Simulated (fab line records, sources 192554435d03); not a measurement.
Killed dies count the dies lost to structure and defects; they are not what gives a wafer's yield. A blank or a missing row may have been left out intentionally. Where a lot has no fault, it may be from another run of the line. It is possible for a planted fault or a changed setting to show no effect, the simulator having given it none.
One fault seen from 2 desks | flow n5 finfet | what lay behind the numbers comes last; until then each desk has only its own

== TOOL OWNER'S DESK, rie diel-03 ==
The tool's own readings at N5_BEOL_M9_ETCH_62 (etches SOC in N2/H2, target depth 110 nm, overetch 22 nm, time 165 s): means of the sampled wafers that have a number, for each lot that ran on this tool. Any lot whose mean is over 4 standard deviations away from the usual mean is out of limits and marked OUT; that distance is given in the brackets.
Columns: A = drypump motor current A at N5_BEOL_M9_ETCH_62, usual 6.0 A; B = oes product au at N5_BEOL_M9_ETCH_62, usual 0.68 a.u.; C = rf vpp V at N5_BEOL_M9_ETCH_62, usual 523.4 V; D = showerhead plenum p Torr at N5_BEOL_M9_ETCH_62, usual 2.52 Torr; E = throttle valve pct at N5_BEOL_M9_ETCH_62, usual 17.8 %
lot  | first seen here | A   | B    | C     | D    | E
L509 | day 10 06:06    | 6.2 | 0.62 | 523.9 | 2.51 | 17.9
L508 | day 10 11:36    | 6.4 | 0.68 | 523.2 | 2.49 | 17.7
L513 | day 11 19:07    | 6.3 | 0.80 | 524.8 | 2.54 | 17.3
L520 | day 13 07:41    | 6.3 | 0.69 | 522.2 | 2.47 | 17.5
L521 | day 13 08:18    | 6.0 | 0.68 | 526.0 | 2.58 | 17.5
L522 | day 13 19:54    | 6.2 | 0.70 | 524.5 | 2.55 | 17.8
This desk found nothing out of limits on any of the 6 lots.

== METROLOGY DESK ==
What the gauges read for every lot (on any tool): the sampled wafers with a number, averaged. Any lot whose mean is over 4 standard deviations away from the usual mean is out of limits and marked OUT; that distance is given in the brackets.
Columns: A = M9_ILD_THK at N5_BEOL_M9_THK_MEAS_01, usual 269 nm; B = cd nm at N5_BEOL_M9_CD_MEAS_18, usual 70.1 nm
lot  | first seen here | A   | B
L505 | day 9 14:06     | 271 | 69.5
L509 | day 10 03:30    | 268 | 70.6
L508 | day 10 09:24    | 274 | 70.9
L513 | day 11 16:12    | 267 | 69.6
L515 | day 11 22:23    | 269 | 69.1
L518 | day 12 20:14    | 269 | 70.5
L520 | day 13 05:03    | 270 | 71.9
L521 | day 13 06:11    | 263 | 72.0
L522 | day 13 18:40    | 264 | 71.3
L526 | day 14 20:30    | 267 | 70.1
L527 | day 15 01:16    | 268 | 69.5
This desk found nothing out of limits on any of the 11 lots.

== PUT TOGETHER ==
Nothing out of limits was seen by the tool owner's desk.
Metrology desk: nothing out of limits seen.

== WHAT HAD BEEN PUT IN BY THE SIMULATOR ==
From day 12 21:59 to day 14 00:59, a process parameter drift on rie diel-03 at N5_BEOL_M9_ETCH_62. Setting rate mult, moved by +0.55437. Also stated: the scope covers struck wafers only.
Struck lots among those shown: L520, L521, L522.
